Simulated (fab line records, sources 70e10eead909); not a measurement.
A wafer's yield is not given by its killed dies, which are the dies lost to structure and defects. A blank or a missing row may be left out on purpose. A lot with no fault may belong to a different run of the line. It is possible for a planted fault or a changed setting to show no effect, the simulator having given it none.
Matching of chambers / flow nand_harc / ald_metal-01 running NHARC_A_CONTACT_ALD_18: 4 sister chambers
The step deposits TiN, target thk 3 nm, pulse time 1 s, ald cycles 150. 8 wafers are shown with their chamber, then 9 later ones without.

== WAFERS PAIRED WITH THEIR CHAMBERS ==
wafer=L080.6; chamber=0; heater_power_w (W)=1184; precursor_pulse_height_rel=1.017
wafer=L084.2; chamber=1; heater_power_w (W)=968; precursor_pulse_height_rel=0.968
wafer=L086.1; chamber=2; heater_power_w (W)=990; precursor_pulse_height_rel=1.038
wafer=L086.4; chamber=3; heater_power_w (W)=917; precursor_pulse_height_rel=1.025
wafer=L086.5; chamber=0; heater_power_w (W)=1143; precursor_pulse_height_rel=0.976
wafer=L087.2; chamber=1; heater_power_w (W)=998; precursor_pulse_height_rel=1.059
wafer=L087.4; chamber=2; heater_power_w (W)=1007; precursor_pulse_height_rel=0.988
wafer=L087.5; chamber=3; heater_power_w (W)=895; precursor_pulse_height_rel=1.000

== WAFERS MISSING THEIR CHAMBER ==
wafer=L092.1; heater_power_w (W)=1148; precursor_pulse_height_rel=1.011
wafer=L092.2; heater_power_w (W)=973; precursor_pulse_height_rel=1.008
wafer=L092.4; heater_power_w (W)=931; precursor_pulse_height_rel=1.018
wafer=L096.4; heater_power_w (W)=895; precursor_pulse_height_rel=1.013
wafer=L096.5; heater_power_w (W)=1189; precursor_pulse_height_rel=1.020
wafer=L096.6; heater_power_w (W)=959; precursor_pulse_height_rel=1.028
wafer=L097.1; heater_power_w (W)=1154; precursor_pulse_height_rel=1.070
wafer=L097.4; heater_power_w (W)=972; precursor_pulse_height_rel=0.984
wafer=L097.6; heater_power_w (W)=1055; precursor_pulse_height_rel=1.004

== EACH ONE'S CHAMBER ==
wafer=L092.1; from the rows above=0; in truth=0
wafer=L092.2; from the rows above=can't be placed: 1 or 2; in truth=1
wafer=L092.4; from the rows above=can't be placed: 3 or 1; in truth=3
wafer=L096.4; from the rows above=3; in truth=3
wafer=L096.5; from the rows above=0; in truth=0
wafer=L096.6; from the rows above=can't be placed: 1 or 2 or 3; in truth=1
wafer=L097.1; from the rows above=0; in truth=0
wafer=L097.4; from the rows above=can't be placed: 1 or 2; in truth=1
wafer=L097.6; from the rows above=can't be placed: 2 or 1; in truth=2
Placed correctly: 4 of 9. These rows do not allow placing 5 (true chamber among the candidates in 5). Number placed wrongly: 0.
How it was worked out, from the rows above alone: a wafer's distance from a chamber is the root of the sum, over the readings, of the square of ((its reading less the chamber's mean) divided by the reading's scatter). The wafer belongs to the nearest chamber; if the next one is less than 2 further off, it can't be placed. The mean given for a chamber averages the wafers shown for that chamber. The scatter: the root of (the sum of the squares of (reading less its chamber's mean) over the shown wafers, divided by (wafers less chambers)).
